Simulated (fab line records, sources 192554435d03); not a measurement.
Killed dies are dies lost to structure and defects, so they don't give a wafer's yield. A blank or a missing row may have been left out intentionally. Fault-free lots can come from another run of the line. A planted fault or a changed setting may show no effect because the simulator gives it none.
Chamber matching + flow n5-finfet + 4 sister chambers for N5_FIN_SAQP_ETCH_64 on rie-si-06
The step etches SiO2 in CF4, target depth 1.5 nm. 8 wafers are shown with their chamber, then 11 later ones without.

## WAFERS PAIRED WITH THEIR CHAMBERS
| wafer  | chamber | drypump-motor-current-A (A) | throttle-valve-pct (%) |
|--------|---------|-----------------------------|------------------------|
| L075.3 | 3       | 5.3                         | 21.77                  |
| L085.1 | 1       | 4.9                         | 21.48                  |
| L085.2 | 2       | 4.8                         | 21.38                  |
| L085.3 | 0       | 5.5                         | 22.00                  |
| L086.3 | 1       | 4.9                         | 21.50                  |
| L086.5 | 0       | 5.5                         | 22.00                  |
| L086.6 | 3       | 5.2                         | 21.77                  |
| L087.3 | 2       | 4.8                         | 21.38                  |

## WAFERS WITHOUT THEIR CHAMBER
| wafer  | drypump-motor-current-A (A) | throttle-valve-pct (%) |
|--------|-----------------------------|------------------------|
| L087.4 | 5.3                         | 21.77                  |
| L087.5 | 4.9                         | 21.48                  |
| L088.1 | 4.8                         | 21.39                  |
| L088.4 | 5.5                         | 22.01                  |
| L088.5 | 4.9                         | 21.48                  |
| L092.1 | 5.5                         | 22.00                  |
| L092.2 | 4.9                         | 21.49                  |
| L092.5 | 5.3                         | 21.78                  |
| L094.1 | 4.8                         | 21.38                  |
| L094.2 | 4.9                         | 21.48                  |
| L094.4 | 5.3                         | 21.77                  |

## WHICH CHAMBER EACH WENT THROUGH
| wafer  | from the rows above | in truth |
|--------|---------------------|----------|
| L087.4 | 3                   | 3        |
| L087.5 | 1                   | 1        |
| L088.1 | 2                   | 2        |
| L088.4 | 0                   | 0        |
| L088.5 | 1                   | 1        |
| L092.1 | 0                   | 0        |
| L092.2 | 1                   | 1        |
| L092.5 | 3                   | 3        |
| L094.1 | 2                   | 2        |
| L094.2 | 1                   | 1        |
| L094.4 | 3                   | 3        |
Correct placement for 11 of the 11. From these rows, 0 cannot be placed. Number placed wrongly: 0.
How it was worked out, from the rows above alone: a wafer's distance from a chamber is the root of the sum, over the readings, of the square of ((its reading less the chamber's mean) divided by the reading's scatter). The wafer belongs to the nearest chamber; if the next one is less than 2 further off, it can't be placed. A chamber's mean is the mean of its shown wafers. The scatter is the square root of a quotient: the sum, over the shown wafers, of each reading's squared deviation from its chamber's mean, divided by wafers minus chambers.
